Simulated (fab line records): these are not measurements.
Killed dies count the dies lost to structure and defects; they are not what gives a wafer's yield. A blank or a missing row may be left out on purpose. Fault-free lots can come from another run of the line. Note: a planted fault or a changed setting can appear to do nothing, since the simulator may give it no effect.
fab line records	flow n5Finfet
record lots=24	wafers=72	lastDay=17
route steps=1938 shown WELL_APT@50 PMOS_HMC_CHANNEL_EPI@67 FIN_SAQP@120
lots with no fault: from the same line, run without faults
startH: hours from the record's first day to the start of the lot's first wafer shown	waitH: hours since the lot's step before	" identical to the entry in the row above	L1.1+2: a row that stands for several wafers	- no value, or no start given	* or withheld: withheld	< > ~ a bound
route shown NAME@n: NAME is a module with steps in the file, n the number in the route of the first one	usual: the fault-free wafers' mean and standard deviation	same: alike in all rows	chamber/n: place in a boat	sites: each site's reading	_std_site: the values' standard deviation	_edge_site: inner sites' mean taken away from outer sites' mean	radiusMm: how far each site lies from the wafer's centre	mask NAME#n: copy n	behind: the most recent tool/chamber to have shaped the wafer	hold: the reason the lot was held/the length of the hold in hours/how it ended	device: whichever transistor did not switch (one of n, p or np)	end of line: at the end of the route, the tests of the same wafers	for a step that has no rows: nothing shown but its recipe	killed: the dies lost at the first sort to structure and to defects; this is not the yield of the wafer	map: a wafer's dies, marking killed ones x, the rest . and places with no die _
set.NAME: setting as actually run; set.NAME@STEP: the setting as run at that earlier step	model.NAME: the simulator's own value behind a step, which no gauge read
steps of the route over a sample of lots; a table a step, a row a wafer
services: the hour from which a tool's chamber was out of use, counted from the record's first day as startH (under 0 if before that day), plus the number of hours and why
## steps
# step N5_WELL_APT_RTA_34
# recipe tempC=1000	timeS=10	ambient=N2	idleTempC=600	rampUpCPerS=150	rampDownCPerS=60	coolToC=600
# usual lampPowerPct=13.01/0.057	lamp_zone_5_pct=13.00/0.034	wafer_temp_C_max=1003.6/1
lot.wafer	tool	chamber	startH	waitH	lampPowerPct	lamp_zone_5_pct	wafer_temp_C_max
L074.1	rtpAnneal-01	0	15.81	0.0	13.08	12.98	1003.3
L074.3	"	0	"	"	12.87	13.04	1003.8
L074.5	"	0	"	"	13.06	13.03	1003.0
L075.3	rtpAnneal-02	0	21.90	0.1	12.98	12.98	1003.9
L075.5	"	0	"	"	12.95	13.03	1003.4
L075.6	"	0	"	"	12.98	13.01	1001.8
L076.1	rtpAnneal-02	0	29.33	0.0	13.05	13.01	1002.2
L076.4	"	0	"	"	12.99	13.03	1003.5
L076.5	"	0	"	"	12.90	13.06	1005.2
L077.1	rtpAnneal-02	0	34.62	0.1	13.09	13.01	1003.6
L077.4	"	0	"	"	12.99	12.95	1008.0
L077.6	"	0	"	"	12.89	12.99	1004.2
L078.1	rtpAnneal-02	0	40.32	0.0	13.00	13.00	1004.8
L078.2	"	0	"	"	12.97	12.95	1005.4
L078.3	"	0	"	"	13.02	13.03	1004.0
L079.2	rtpAnneal-01	0	45.69	0.0	13.01	12.97	1003.8
L079.3	"	0	"	"	12.95	12.99	1002.7
L079.5	"	0	"	"	12.98	13.00	1002.6
L080.1	rtpAnneal-02	0	52.93	1.0	12.94	12.95	1005.4
L080.2	"	0	"	"	13.03	12.99	1003.4
L080.6	"	0	"	"	13.03	12.96	1002.9
L081.2	rtpAnneal-02	0	57.81	0.2	12.91	13.01	1002.9
L081.4	"	0	"	"	13.04	13.01	1002.8
L081.5	"	0	"	"	12.93	13.04	1003.2
L082.3	rtpAnneal-01	0	64.29	0.1	13.05	13.02	1003.6
L082.4	"	0	"	"	12.97	12.98	1003.1
L082.5	"	0	"	"	13.06	12.99	1005.6
L083.1	rtpAnneal-01	0	70.91	0.0	12.83	13.03	1002.9
L083.3	"	0	"	"	13.04	12.96	1003.9
L083.5	"	0	"	"	13.06	13.02	1004.0
L084.1	rtpAnneal-01	0	77.10	0.0	12.97	13.06	1003.0
L084.3	"	0	"	"	13.01	13.01	1002.5
L084.5	"	0	"	"	13.00	12.94	1002.4
L085.2	rtpAnneal-02	0	82.62	0.0	12.99	13.01	1003.1
L085.4	"	0	"	"	13.06	13.01	1004.2
L085.5	"	0	"	"	12.94	12.97	1003.8
L086.2	rtpAnneal-02	0	88.30	0.0	13.00	13.05	1002.5
L086.4	"	0	"	"	13.05	13.03	1002.7
L086.6	"	0	"	"	12.99	12.97	1003.9
L087.2	rtpAnneal-02	0	94.48	0.0	12.99	12.98	1003.5
L087.3	"	0	"	"	12.98	12.96	1003.2
L087.4	"	0	"	"	12.98	12.99	1002.4
L088.3	rtpAnneal-01	0	99.62	0.1	12.99	12.97	1001.7
L088.4	"	0	"	"	13.06	12.97	1002.4
L088.5	"	0	"	"	13.12	13.01	1004.4
L089.1	rtpAnneal-02	0	106.01	0.2	13.01	12.95	1002.6
L089.3	"	0	"	"	13.03	13.10	1003.5
L089.4	"	0	"	"	12.95	12.97	1004.2
L090.1	rtpAnneal-02	0	112.19	0.2	13.10	12.96	1003.9
L090.2	"	0	"	"	13.05	13.00	1002.2
L090.3	"	0	"	"	13.01	13.00	1003.7
L091.1	rtpAnneal-01	0	118.37	0.2	12.99	13.03	1004.0
L091.2	"	0	"	"	12.94	13.02	1005.2
L091.5	"	0	"	"	13.04	13.04	1002.4
L092.1	rtpAnneal-02	0	124.12	0.2	13.04	12.91	1004.7
L092.4	"	0	"	"	13.02	12.99	1002.9
L092.5	"	0	"	"	13.02	13.03	1003.8
L093.1	rtpAnneal-01	0	130.23	0.3	13.03	13.04	1004.6
L093.2	"	0	"	"	12.92	12.98	1002.8
L093.5	"	0	"	"	12.95	13.02	1002.6
L094.2	rtpAnneal-02	0	135.97	0.0	12.98	13.02	1004.3
L094.3	"	0	"	"	13.05	13.00	1003.6
L094.5	"	0	"	"	13.00	13.02	1004.7
L095.2	rtpAnneal-02	0	142.30	0.2	13.07	13.03	1003.3
L095.4	"	0	"	"	13.04	13.00	1004.1
L095.6	"	0	"	"	13.02	13.02	1004.4
L096.1	rtpAnneal-01	0	148.22	0.0	12.96	13.03	1004.1
L096.2	"	0	"	"	13.06	12.93	1005.2
L096.6	"	0	"	"	13.05	13.00	1005.2
L097.1	rtpAnneal-01	0	153.69	0.0	12.98	12.99	1002.2
L097.2	"	0	"	"	13.02	13.00	1002.5
L097.4	"	0	"	"	13.03	13.02	1001.9
# step N5_PMOS_HMC_CHANNEL_EPI_INSPECT_11
# recipe mode=adi	inspectInstrument=macro
# usual rawDefectCount=1.9/1.2
lot.wafer	tool	chamber	startH	waitH	rawDefectCount
L074.1	defectInspect-02	-	17.06	0.0	1
L074.3	"	-	"	"	2
L074.5	"	-	"	"	3
L075.3	defectInspect-02	-	23.26	0.0	5
L075.5	"	-	"	"	4
L075.6	"	-	"	"	2
L076.1	defectInspect-01	-	30.59	0.0	2
L076.4	"	-	"	"	1
L076.5	"	-	"	"	2
L077.1	defectInspect-02	-	35.88	0.0	2
L077.4	"	-	"	"	2
L077.6	"	-	"	"	2
L078.1	defectInspect-01	-	41.71	0.0	1
L078.2	"	-	"	"	0
L078.3	"	-	"	"	2
L079.2	defectInspect-02	-	47.11	0.0	0
L079.3	"	-	"	"	2
L079.5	"	-	"	"	4
L080.1	defectInspect-01	-	54.30	0.0	1
L080.2	"	-	"	"	2
L080.6	"	-	"	"	1
L081.2	defectInspect-02	-	59.17	0.0	2
L081.4	"	-	"	"	5
L081.5	"	-	"	"	0
L082.3	defectInspect-01	-	65.70	0.0	4
L082.4	"	-	"	"	4
L082.5	"	-	"	"	2
L083.1	defectInspect-02	-	72.29	0.0	3
L083.3	"	-	"	"	4
L083.5	"	-	"	"	1
L084.1	defectInspect-02	-	78.36	0.0	2
L084.3	"	-	"	"	4
L084.5	"	-	"	"	0
L085.2	defectInspect-02	-	84.17	0.0	0
L085.4	"	-	"	"	3
L085.5	"	-	"	"	2
L086.2	defectInspect-01	-	89.65	0.0	0
L086.4	"	-	"	"	1
L086.6	"	-	"	"	3
L087.2	defectInspect-02	-	96.30	0.0	1
L087.3	"	-	"	"	2
L087.4	"	-	"	"	2
L088.3	defectInspect-01	-	101.33	0.0	3
L088.4	"	-	"	"	3
L088.5	"	-	"	"	3
L089.1	defectInspect-01	-	107.40	0.0	3
L089.3	"	-	"	"	2
L089.4	"	-	"	"	2
L090.1	defectInspect-01	-	113.56	0.0	2
L090.2	"	-	"	"	1
L090.3	"	-	"	"	0
L091.1	defectInspect-01	-	125.21	0.0	2
L091.2	"	-	"	"	2
L091.5	"	-	"	"	3
L092.1	defectInspect-02	-	125.84	0.0	4
L092.4	"	-	"	"	0
L092.5	"	-	"	"	2
L093.1	defectInspect-01	-	131.79	0.0	2
L093.2	"	-	"	"	2
L093.5	"	-	"	"	2
L094.2	defectInspect-02	-	138.62	0.0	1
L094.3	"	-	"	"	3
L094.5	"	-	"	"	3
L095.2	defectInspect-01	-	143.72	0.0	1
L095.4	"	-	"	"	2
L095.6	"	-	"	"	5
L096.1	defectInspect-01	-	149.66	0.0	2
L096.2	"	-	"	"	2
L096.6	"	-	"	"	0
L097.1	defectInspect-01	-	155.26	0.0	1
L097.2	"	-	"	"	1
L097.4	"	-	"	"	3
# step N5_FIN_SAQP_MANDREL_ETCH_22
# recipe targetDepthA=600	chemistry=HBr/Cl2	target=a-Si	stopOn=SiNx	btTimeS=10	overEtchFrac=0.5	timeS=30	pressureMtorr=10	icpW=800	biasW=75	HBr_flow_sccm=150	Cl2_flow_sccm=80	ends=endPoint
# usual drypumpMotorCurrentA=5.65/0.26	oesProductAu=0.769/0.012	throttleValvePct=35.36/0.25
lot.wafer	tool	chamber	startH	waitH	drypumpMotorCurrentA	oesProductAu	rfHoursCounterH	throttleValvePct
L074.1	rieSi-02	2	21.51	0.0	5.83	0.761	100	35.51
L074.3	"	3	"	"	5.39	0.781	23	35.70
L074.5	"	3	"	"	5.39	0.771	-	35.67
L075.3	rieSi-06	2	28.67	0.0	5.83	0.761	92	34.86
L075.5	"	0	"	"	5.53	0.762	-	35.16
L075.6	"	3	"	"	5.63	0.767	-	35.51
L076.1	rieSi-06	2	35.39	0.0	5.85	0.764	92	34.88
L076.4	"	3	"	"	5.66	0.762	83	35.51
L076.5	"	2	"	"	5.83	0.769	-	34.86
L077.1	rieSi-02	0	40.48	0.0	5.97	0.757	41	35.50
L077.4	"	1	"	"	5.16	0.782	86	35.42
L077.6	"	2	"	"	5.88	0.784	-	35.47
L078.1	rieSi-02	3	46.20	0.0	5.40	0.774	23	35.69
L078.2	"	1	"	"	5.16	0.777	86	35.42
L078.3	"	0	"	"	5.92	0.759	41	35.51
L079.2	rieSi-02	3	51.66	0.0	5.41	0.767	23	35.69
L079.3	"	2	"	"	5.86	0.773	101	35.51
L079.5	"	0	"	"	5.93	0.774	-	35.48
L080.1	rieSi-03	0	59.94	0.0	5.86	0.769	47	35.07
L080.2	"	2	"	"	5.37	0.769	104	35.17
L080.6	"	0	"	"	5.83	0.779	-	35.03
L081.2	rieSi-03	0	64.78	0.0	5.87	0.773	47	35.06
L081.4	"	1	"	"	5.77	0.781	18	35.06
L081.5	"	1	"	"	5.76	0.789	-	35.05
L082.3	rieSi-02	2	71.72	0.0	5.90	0.769	101	35.49
L082.4	"	0	"	"	5.97	0.783	42	35.48
L082.5	"	1	"	"	5.19	0.763	-	35.45
L083.1	rieSi-03	0	78.97	0.0	5.85	0.767	48	35.07
L083.3	"	2	"	"	5.35	0.750	104	35.20
L083.5	"	3	"	"	5.88	0.734	-	35.37
L084.1	rieSi-02	2	83.99	0.0	5.84	0.787	101	35.49
L084.3	"	1	"	"	5.16	0.780	86	35.42
L084.5	"	0	"	"	5.93	0.779	-	35.47
L085.2	rieSi-02	3	90.58	0.0	5.39	0.785	24	35.68
L085.4	"	1	"	"	5.17	0.782	86	35.43
L085.5	"	3	"	"	5.38	0.787	-	35.68
L086.2	rieSi-02	3	95.25	0.0	5.39	0.779	24	35.67
L086.4	"	0	"	"	5.92	0.775	42	35.49
L086.6	"	0	"	"	5.92	0.768	-	35.49
L087.2	rieSi-03	0	101.10	0.0	5.85	0.761	48	35.09
L087.3	"	1	"	"	5.80	0.779	19	35.08
L087.4	"	2	"	"	5.33	0.778	105	35.15
L088.3	rieSi-02	0	106.92	0.0	5.92	0.762	42	35.52
L088.4	"	2	"	"	5.86	0.786	102	35.47
L088.5	"	2	"	"	5.85	0.785	-	35.48
L089.1	rieSi-03	2	112.02	0.0	5.33	0.767	105	35.19
L089.3	"	3	"	"	5.91	0.740	162	35.37
L089.4	"	1	"	"	5.76	0.772	19	35.09
L090.1	rieSi-06	2	125.86	0.0	5.87	0.761	93	34.87
L090.2	"	1	"	"	5.41	0.771	82	35.70
L090.3	"	0	"	"	5.51	0.739	101	35.19
L091.1	rieSi-06	0	131.30	0.0	5.52	0.761	101	35.15
L091.2	"	3	"	"	5.64	0.774	85	35.48
L091.5	"	0	"	"	5.55	0.769	-	35.14
L092.1	rieSi-03	2	131.56	0.0	5.37	0.764	105	35.20
L092.4	"	1	"	"	5.75	0.783	19	35.04
L092.5	"	2	"	"	5.32	0.755	-	35.18
L093.1	rieSi-03	1	140.21	0.0	5.77	0.759	19	35.09
L093.2	"	3	"	"	5.90	0.743	162	35.39
L093.5	"	3	"	"	5.89	0.734	-	35.38
L094.2	rieSi-06	3	144.22	0.0	5.64	0.763	85	35.53
L094.3	"	1	"	"	5.41	0.778	82	35.69
L094.5	"	3	"	"	5.65	0.764	-	35.48
L095.2	rieSi-06	3	148.59	0.0	5.64	0.764	85	35.51
L095.4	"	1	"	"	5.42	0.781	83	35.69
L095.6	"	2	"	"	5.85	0.767	-	34.85
L096.1	rieSi-06	2	154.45	0.0	5.85	0.771	94	34.87
L096.2	"	1	"	"	5.41	0.777	83	35.66
L096.6	"	1	"	"	5.42	0.787	-	35.69
L097.1	rieSi-02	2	160.97	0.0	5.84	0.767	103	35.49
L097.2	"	3	"	"	5.42	0.772	25	35.71
L097.4	"	1	"	"	5.19	0.768	88	35.47
# step N5_FIN_SAQP_MANDREL1_REMOVE_56
# recipe chemistry=HBr/Cl2/O2	btTimeS=10	target=a-Si	stopOn=SiNx	endpoint=OES-SiCl	overEtchFrac=1	icpW=600	biasW=22	HBr_flow_sccm=150	Cl2_flow_sccm=80	O2_flow_sccm=5	pressureMtorr=10
# usual drypumpMotorCurrentA=5.64/0.26	oesProductAu=1.004/0.014	throttleValvePct=36.68/0.23
lot.wafer	tool	chamber	startH	waitH	drypumpMotorCurrentA	oesProductAu	rfHoursCounterH	throttleValvePct
L074.1	rieSi-03	0	23.26	0.1	5.85	1.007	46	36.41
L074.3	"	1	"	"	5.76	0.994	17	36.39
L074.5	"	3	"	"	5.89	0.974	-	36.71
L075.3	rieSi-02	1	30.49	0.1	5.19	1.015	85	36.78
L075.5	"	0	"	"	5.92	0.998	-	36.84
L075.6	"	3	"	"	5.38	1.022	-	37.02
L076.1	rieSi-06	2	37.18	0.1	5.86	1.002	92	36.19
L076.4	"	3	"	"	5.66	0.994	83	36.84
L076.5	"	1	"	"	5.38	1.027	-	37.01
L077.1	rieSi-03	2	42.14	0.1	5.34	1.004	104	36.51
L077.4	"	0	"	"	5.87	1.018	47	36.40
L077.6	"	2	"	"	5.34	0.991	-	36.51
L078.1	rieSi-03	3	47.81	0.1	5.87	0.975	160	36.71
L078.2	"	1	"	"	5.76	1.009	18	36.41
L078.3	"	2	"	"	5.34	0.998	104	36.49
L079.2	rieSi-06	2	53.30	0.1	5.83	1.001	92	36.20
L079.3	"	0	"	"	5.54	0.997	99	36.51
L079.5	"	1	"	"	5.44	1.024	-	37.00
L080.1	rieSi-03	0	61.55	0.1	5.85	1.013	47	36.41
L080.2	"	3	"	"	5.90	0.990	161	36.72
L080.6	"	3	"	"	5.89	0.972	-	36.71
L081.2	rieSi-02	2	66.74	0.1	5.88	1.012	101	36.86
L081.4	"	0	"	"	5.98	0.994	42	36.85
L081.5	"	1	"	"	5.17	1.001	-	36.77
L082.3	rieSi-03	3	73.90	0.1	5.88	0.987	161	36.71
L082.4	"	0	"	"	5.83	1.015	48	36.40
L082.5	"	1	"	"	5.75	1.002	-	36.42
L083.1	rieSi-03	3	80.68	0.1	5.90	0.978	161	36.71
L083.3	"	0	"	"	5.84	1.004	48	36.41
L083.5	"	3	"	"	5.89	0.984	-	36.74
L084.1	rieSi-02	3	85.65	0.1	5.39	1.013	24	37.02
L084.3	"	2	"	"	5.85	1.016	101	36.84
L084.5	"	2	"	"	5.85	1.020	-	36.85
L085.2	rieSi-02	0	92.78	0.1	5.96	1.001	42	36.83
L085.4	"	1	"	"	5.16	1.010	87	36.80
L085.5	"	3	"	"	5.38	1.017	-	37.02
L086.2	rieSi-03	3	96.87	0.1	5.89	0.972	161	36.72
L086.4	"	1	"	"	5.77	0.997	19	36.40
L086.6	"	1	"	"	5.74	1.013	-	36.40
L087.2	rieSi-03	3	102.91	0.1	5.90	0.974	162	36.71
L087.3	"	2	"	"	5.34	0.979	105	36.50
L087.4	"	1	"	"	5.77	1.000	19	36.41
L088.3	rieSi-06	1	108.58	0.1	5.41	1.018	82	37.02
L088.4	"	1	"	"	5.41	1.017	-	37.00
L088.5	"	3	"	"	5.64	0.996	-	36.86
L089.1	rieSi-06	3	114.16	0.1	5.65	0.997	84	36.86
L089.3	"	1	"	"	5.42	1.018	82	37.01
L089.4	"	0	"	"	5.52	1.014	-	36.50
L090.1	rieSi-02	2	127.85	0.1	5.85	1.017	102	36.85
L090.2	"	3	"	"	5.41	1.015	25	37.02
L090.3	"	0	"	"	5.95	1.006	43	36.84
L091.1	rieSi-06	3	133.05	0.1	5.65	0.996	85	36.84
L091.2	"	1	"	"	5.40	1.029	82	37.02
L091.5	"	1	"	"	5.44	1.034	-	37.00
L092.1	rieSi-02	3	133.65	0.1	5.40	1.016	25	37.00
L092.4	"	2	"	"	5.86	1.020	102	36.84
L092.5	"	2	"	"	5.87	1.015	-	36.84
L093.1	rieSi-02	2	141.82	0.1	5.86	1.026	102	36.85
L093.2	"	1	"	"	5.16	1.004	88	36.80
L093.5	"	1	"	"	5.18	0.998	-	36.78
L094.2	rieSi-03	1	146.34	0.1	5.77	1.012	19	36.41
L094.3	"	3	"	"	5.90	0.970	162	36.72
L094.5	"	3	"	"	5.88	0.981	-	36.71
L095.2	rieSi-02	3	150.20	0.1	5.37	1.016	25	37.02
L095.4	"	1	"	"	5.19	1.005	88	36.79
L095.6	"	2	"	"	5.84	1.020	-	36.84
L096.1	rieSi-02	0	156.87	0.1	5.98	0.995	43	36.84
L096.2	"	1	"	"	5.15	1.012	88	36.79
L096.6	"	0	"	"	5.95	0.992	-	36.85
L097.1	rieSi-03	2	162.68	0.1	5.34	0.994	106	36.50
L097.2	"	0	"	"	5.86	1.007	49	36.40
L097.4	"	1	"	"	5.76	1.001	20	36.41
# step N5_FIN_SAQP_SPACER2_ETCHBACK_29
# recipe chemistry=CHF3/O2	mode=anisotropicEtchback	target=SiO2	targetDepthA=122	timeS=6.1	pressureMtorr=30	sourceW=650	biasW=170	Ar_flow_sccm=200	CHF3_flow_sccm=50	O2_flow_sccm=5	ionEnergyEv=200
# usual CHF3_flow_sccm=50.00/0.14	drypumpMotorCurrentA=5.9/0.39	oes_ar_750_au=0.75/0.071	oesProductAu=0.75/0.075	rfVppV=524/4.6	showerheadPlenumPTorr=2.41/0.055	throttleValvePct=18.99/0.17
lot.wafer	tool	chamber	startH	waitH	CHF3_flow_sccm	drypumpMotorCurrentA	oes_ar_750_au	oesProductAu	rfHoursCounterH	rfVppV	showerheadPlenumPTorr	throttleValvePct
L074.1	rieDiel-01	2	24.77	0.2	49.99	5.9	0.81	0.81	85	528	2.44	18.68
L074.3	"	1	"	"	50.07	6.6	0.78	0.77	138	525	2.41	19.07
L074.5	"	1	"	"	49.96	6.6	0.77	0.78	-	525	2.41	19.07
L075.3	rieDiel-01	0	32.54	0.3	50.22	6.5	0.67	0.67	233	528	2.28	19.31
L075.5	"	1	"	"	50.01	6.6	0.77	0.78	-	523	2.41	19.10
L075.6	"	2	"	"	50.19	5.9	0.81	0.82	-	527	2.44	18.68
L076.1	rieDiel-01	3	38.95	0.3	49.94	6.1	0.98	0.98	1	523	2.47	18.90
L076.4	"	1	"	"	50.01	6.6	0.77	0.76	145	523	2.41	19.07
L076.5	"	3	"	"	49.93	6.1	0.97	0.99	-	522	2.47	18.90
L077.1	rieDiel-01	3	43.77	0.2	50.26	6.1	0.96	0.98	2	522	2.47	18.91
L077.4	"	1	"	"	49.97	6.7	0.77	0.77	147	524	2.41	19.08
L077.6	"	3	"	"	50.02	6.1	0.97	0.98	-	522	2.47	18.90
L078.1	rieDiel-03	0	49.33	0.2	50.11	5.5	0.72	0.72	180	519	2.50	18.83
L078.2	"	3	"	"	49.85	6.2	0.73	0.73	191	530	2.39	18.89
L078.3	"	1	"	"	50.19	6.0	0.72	0.71	201	527	2.39	19.19
L079.2	rieDiel-01	1	55.05	0.2	49.86	6.6	0.76	0.76	151	524	2.41	19.09
L079.3	"	0	"	"	50.07	6.5	0.67	0.65	242	527	2.28	19.33
L079.5	"	1	"	"	49.88	6.6	0.76	0.76	-	525	2.41	19.08
L080.1	rieDiel-03	2	63.42	0.2	50.11	5.8	0.74	0.74	137	523	2.41	18.97
L080.2	"	0	"	"	49.98	5.5	0.72	0.72	185	518	2.49	18.83
L080.6	"	0	"	"	50.07	5.5	0.72	0.72	-	518	2.49	18.83
L081.2	rieDiel-01	0	68.78	0.2	49.93	6.5	0.66	0.67	247	526	2.28	19.34
L081.4	"	2	"	"	50.07	5.9	0.80	0.80	103	527	2.44	18.71
L081.5	"	3	"	"	50.13	6.1	0.93	0.94	-	523	2.46	18.92
L082.3	rieDiel-01	2	75.63	0.2	50.12	5.9	0.79	0.79	106	527	2.44	18.73
L082.4	"	3	"	"	50.05	6.1	0.92	0.94	-	522	2.46	18.93
L082.5	"	2	"	"	50.05	5.9	0.79	0.79	-	527	2.44	18.72
L083.1	rieDiel-01	1	82.74	0.2	49.71	6.6	0.76	0.76	166	525	2.40	19.10
L083.3	"	2	"	"	49.93	5.9	0.79	0.80	111	526	2.43	18.73
L083.5	"	1	"	"	50.03	6.6	0.75	0.76	-	524	2.40	19.11
L084.1	rieDiel-04	3	88.99	0.2	49.78	6.1	0.72	0.70	223	515	2.38	18.94
L084.3	"	2	"	"	49.74	5.2	0.75	0.75	159	515	2.41	19.18
L084.5	"	0	"	"	49.98	5.4	0.72	0.72	-	527	2.39	18.85
L085.2	rieDiel-04	0	94.57	0.2	49.87	5.4	0.71	0.71	198	527	2.39	18.82
L085.4	"	2	"	"	49.93	5.2	0.75	0.75	161	515	2.41	19.19
L085.5	"	2	"	"	49.76	5.1	0.76	0.76	-	515	2.41	19.17
L086.2	rieDiel-03	2	98.39	0.2	50.17	5.8	0.73	0.73	153	522	2.40	18.99
L086.4	"	1	"	"	50.05	6.0	0.70	0.71	-	526	2.38	19.21
L086.6	"	0	"	"	50.04	5.5	0.71	0.70	-	520	2.49	18.85
L087.2	rieDiel-03	2	104.57	0.2	49.92	5.8	0.72	0.73	156	524	2.40	19.00
L087.3	"	1	"	"	49.92	6.0	0.70	0.71	224	527	2.38	19.21
L087.4	"	0	"	"	50.07	5.5	0.71	0.71	203	520	2.49	18.87
L088.3	rieDiel-01	0	110.07	0.2	50.02	6.5	0.92	0.94	8	535	2.56	18.93
L088.4	"	2	"	"	50.10	5.9	0.78	0.78	122	527	2.43	18.74
L088.5	"	2	"	"	50.39	5.9	0.78	0.78	-	526	2.43	18.73
L089.1	rieDiel-03	1	115.68	0.2	50.11	6.0	0.70	0.71	228	526	2.38	19.21
L089.3	"	2	"	"	50.05	5.9	0.72	0.72	160	523	2.40	18.99
L089.4	"	0	"	"	50.11	5.5	0.71	0.70	207	519	2.49	18.88
L090.1	rieDiel-03	0	129.49	0.3	49.97	5.5	0.70	0.70	211	519	2.48	18.87
L090.2	"	2	"	"	49.78	5.8	0.72	0.72	163	522	2.40	19.00
L090.3	"	1	"	"	49.95	6.0	0.69	0.69	232	526	2.38	19.21
L091.1	rieDiel-03	2	135.00	0.5	49.81	5.8	0.72	0.72	165	523	2.40	19.01
L091.2	"	0	"	"	50.23	5.5	0.70	0.70	213	519	2.48	18.88
L091.5	"	0	"	"	49.94	5.5	0.70	0.70	-	518	2.48	18.88
L092.1	rieDiel-03	3	135.12	0.2	49.99	6.1	0.71	0.71	218	531	2.38	18.94
L092.4	"	0	"	"	49.73	5.5	0.70	0.70	213	520	2.48	18.88
L092.5	"	3	"	"	50.24	6.2	0.71	0.71	-	530	2.38	18.94
L093.1	rieDiel-04	1	143.34	0.2	50.24	5.7	0.78	0.78	126	528	2.51	19.08
L093.2	"	3	"	"	50.02	6.0	0.70	0.69	241	515	2.37	18.96
L093.5	"	3	"	"	49.77	6.0	0.70	0.69	-	516	2.37	19.00
L094.2	rieDiel-04	0	147.88	0.2	50.03	5.4	0.70	0.70	216	526	2.38	18.88
L094.3	"	3	"	"	50.02	6.0	0.70	0.70	243	516	2.37	18.99
L094.5	"	3	"	"	50.13	6.1	0.70	0.69	-	516	2.37	18.98
L095.2	rieDiel-03	0	151.85	0.2	50.00	5.5	0.70	0.69	218	520	2.48	18.88
L095.4	"	3	"	"	50.34	6.2	0.71	0.71	224	531	2.37	18.97
L095.6	"	3	"	"	50.31	6.2	0.71	0.71	-	533	2.37	18.97
L096.1	rieDiel-04	0	158.98	0.2	50.26	5.4	0.70	0.71	220	528	2.38	18.86
L096.2	"	1	"	"	50.08	5.7	0.78	0.78	131	526	2.50	19.11
L096.6	"	2	"	"	49.99	5.2	0.74	0.73	-	515	2.40	19.19
L097.1	rieDiel-03	1	164.14	0.2	49.84	6.0	0.68	0.68	245	526	2.37	19.23
L097.2	"	2	"	"	50.05	5.8	0.70	0.70	176	523	2.39	19.03
L097.4	"	3	"	"	49.93	6.1	0.71	0.70	230	530	2.37	18.97
# step N5_FIN_SAQP_CD_MEAS_37
# recipe targetCdNm=8	polarity=line
# usual cdNm=8.11/0.22
lot.wafer	tool	chamber	startH	waitH	cdNm
L074.1	cdSem-02	-	25.42	0.1	7.76
L074.3	"	-	"	"	7.77
L074.5	"	-	"	"	7.88
L075.3	cdSem-03	-	33.26	0.1	7.96
L075.5	"	-	"	"	8.01
L075.6	"	-	"	"	8.01
L076.1	cdSem-01	-	39.73	0.1	8.01
L076.4	"	-	"	"	8.07
L076.5	"	-	"	"	8.37
L077.1	cdSem-01	-	44.43	0.1	8.01
L077.4	"	-	"	"	8.01
L077.6	"	-	"	"	8.13
L078.1	cdSem-02	-	50.16	0.1	7.66
L078.2	"	-	"	"	7.68
L078.3	"	-	"	"	7.96
L079.2	cdSem-03	-	55.70	0.1	8.44
L079.3	"	-	"	"	8.02
L079.5	"	-	"	"	8.14
L080.1	cdSem-03	-	64.19	0.1	7.70
L080.2	"	-	"	"	7.79
L080.6	"	-	"	"	8.26
L081.2	cdSem-03	-	69.44	0.1	8.19
L081.4	"	-	"	"	7.96
L081.5	"	-	"	"	7.86
L082.3	cdSem-02	-	76.44	0.1	8.03
L082.4	"	-	"	"	8.34
L082.5	"	-	"	"	8.25
L083.1	cdSem-01	-	83.41	0.1	8.50
L083.3	"	-	"	"	8.15
L083.5	"	-	"	"	8.12
L084.1	cdSem-02	-	89.64	0.1	8.22
L084.3	"	-	"	"	8.42
L084.5	"	-	"	"	8.09
L085.2	cdSem-01	-	95.26	0.1	8.50
L085.4	"	-	"	"	8.26
L085.5	"	-	"	"	7.77
L086.2	cdSem-02	-	99.05	0.1	7.96
L086.4	"	-	"	"	8.02
L086.6	"	-	"	"	8.15
L087.2	cdSem-01	-	105.22	0.1	8.42
L087.3	"	-	"	"	8.18
L087.4	"	-	"	"	8.04
L088.3	cdSem-01	-	110.73	0.1	7.90
L088.4	"	-	"	"	8.01
L088.5	"	-	"	"	7.94
L089.1	cdSem-01	-	116.33	0.1	8.15
L089.3	"	-	"	"	8.05
L089.4	"	-	"	"	8.22
L090.1	cdSem-03	-	130.28	0.1	8.24
L090.2	"	-	"	"	8.14
L090.3	"	-	"	"	8.22
L091.1	cdSem-02	-	135.73	0.1	8.37
L091.2	"	-	"	"	7.56
L091.5	"	-	"	"	8.21
L092.1	cdSem-02	-	136.15	0.1	7.83
L092.4	"	-	"	"	7.99
L092.5	"	-	"	"	8.08
L093.1	cdSem-02	-	143.99	0.1	8.15
L093.2	"	-	"	"	7.92
L093.5	"	-	"	"	8.05
L094.2	cdSem-03	-	148.53	0.1	8.20
L094.3	"	-	"	"	8.01
L094.5	"	-	"	"	8.13
L095.2	cdSem-01	-	152.51	0.1	8.29
L095.4	"	-	"	"	7.89
L095.6	"	-	"	"	8.22
L096.1	cdSem-02	-	159.63	0.1	8.43
L096.2	"	-	"	"	8.28
L096.6	"	-	"	"	8.35
L097.1	cdSem-03	-	164.79	0.1	8.59
L097.2	"	-	"	"	8.05
L097.4	"	-	"	"	8.56
## services
tool	chamber	startH	hours	kind
rieDiel-01	1	-6.18	7.4	repair
rieSi-02	1	19.62	5.2	repair
rieDiel-01	3	21.17	-	clean
rieDiel-01	3	21.17	-	consumableReplace:focusRing
rieDiel-01	3	21.17	15.2	scheduledDown
rieDiel-01	3	21.17	15.2	ventCycle
rieSi-06	-	23.13	0.3	repair
rieDiel-04	2	44.97	6.9	repair
rieDiel-04	-	59.15	0.5	repair
rieDiel-04	-	63.20	14.6	pm
rieDiel-01	0	73.23	-	clean
rieDiel-01	0	73.23	-	consumableReplace:focusRing
rieDiel-01	0	73.23	-	consumableReplace:showerhead
rieDiel-01	0	73.23	15.8	scheduledDown
rieDiel-01	0	73.23	15.8	ventCycle
rieSi-02	0	73.56	2.3	repair
rieSi-06	2	87.53	31.1	repair
rieDiel-03	3	90.78	8.7	repair
rieSi-03	-	107.35	0.1	repair
rieDiel-03	2	120.65	6.2	repair
rieDiel-01	1	121.10	5.2	repair
rieDiel-03	0	155.80	6.7	repair
rieSi-06	1	160.77	5.6	repair
rieSi-02	1	163.77	3.8	repair
## key
fault none
